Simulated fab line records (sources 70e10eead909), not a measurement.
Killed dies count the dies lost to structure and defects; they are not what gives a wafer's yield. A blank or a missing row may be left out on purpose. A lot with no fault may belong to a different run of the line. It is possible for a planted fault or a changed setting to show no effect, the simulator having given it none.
Comparing a struck lot with a sound one -- flow nandHarc -- 15 out of 1159 route steps
Sound: these wafers, L293.1, L293.2, L293.3. Struck: wafers L303.3, L303.4. (L303.1 of the same lot was not struck and is left out.) The cause comes at the end.
Per side, at each step with rows, come the tool, then ch with its chambers, and then its first start. Under that, the readings that differ: sound wafers -- struck wafers -- difference of the means -- sigmas: that difference in standard deviations of wafers without a fault.
alike: words and numbers the same on both sides, and readings whose means are apart by under 2 such deviations; not compared: readings that were withheld, readings missing a value for some wafer, numbers with overlapping values and no deviation given by the record, and bounds like >300 which may hide the same value.
The two part at a step that has a row with sigmas, a row that says differs or no value, or rows on one side only. Numbers that don't overlap but have no deviation are shown without sigmas and don't part them. A reading that every wafer of one side lacks parts them only if that side has two wafers or more.

first, 1 step without rows for these wafers: NHARC_A_ONON_D1_DEP_03 (target thk 1000 nm).
NHARC_A_ONON_D1_THK_MEAS_05: measures by ellipsometry.
  sound: filmMetro-01 at day 10 20:02; struck: filmMetro-02 at day 12 15:02
  alike: thkNm
then NHARC_A_ONON_D1_DEP_06 (target thk 1000 nm), 1 step lacking rows for these wafers.
NHARC_A_ONON_D1_THK_MEAS_08: measures by ellipsometry.
  sound: filmMetro-02 at day 10 20:37; struck: filmMetro-02 at day 12 15:37
  alike: thkNm
then NHARC_A_ONON_D1_DEP_09 (target thk 1000 nm), 1 step lacking rows for these wafers.
NHARC_A_ONON_D1_THK_MEAS_11: measures by ellipsometry.
  sound: filmMetro-02 at day 10 21:11; struck: filmMetro-02 at day 12 16:11
  alike: thkNm
then NHARC_A_ONON_D1_DEP_12 (target thk 1000 nm), 1 step lacking rows for these wafers.
NHARC_A_ONON_D1_THK_MEAS_14: measures by ellipsometry.
  sound: filmMetro-01 at day 10 22:02; struck: filmMetro-02 at day 12 16:46
  alike: thkNm
then, 2 steps without rows for these wafers: NHARC_A_ONON_D1_ANNEAL_15 (time 3600 s); NHARC_A_ONON_D1_DEP_16 (target thk 1000 nm).
NHARC_A_ONON_D1_THK_MEAS_18: measures by ellipsometry.
  sound: filmMetro-01 at day 11 05:59; struck: filmMetro-01 at day 12 23:50
  alike: thkNm
NHARC_A_ONON_D1_DEP_19: target thk 1000 nm.
  sound on pecvdOnon-02 ch 0, day 11 06:10; struck on pecvdOnon-04 ch 0, day 12 23:53
NHARC_A_ONON_D1_THK_MEAS_21: measures by ellipsometry.
  sound: filmMetro-02 at day 11 06:41; struck: filmMetro-01 at day 13 00:24
reading,sound,struck,difference,sigmas
thkNm (nm),1004 1005 1005,548 550,-456,-60
then NHARC_A_ONON_D1_DEP_22 (target thk 1000 nm), 1 step lacking rows for these wafers.
-- record jumps: 11 days between struck wafers' starts before vs after; left off in module A_ONON_D1, resumes in module END, first step shown is number 1159 of the route --
NHARC_END_SORT_01:
  the record has rows for the struck wafers here (prober-02 ch 0, day 24 04:50) and none for the sound ones

== WHERE THEY PART ==
First at NHARC_A_ONON_D1_THK_MEAS_21; last, within this record, at NHARC_END_SORT_01.

WHY: what the simulator had put in
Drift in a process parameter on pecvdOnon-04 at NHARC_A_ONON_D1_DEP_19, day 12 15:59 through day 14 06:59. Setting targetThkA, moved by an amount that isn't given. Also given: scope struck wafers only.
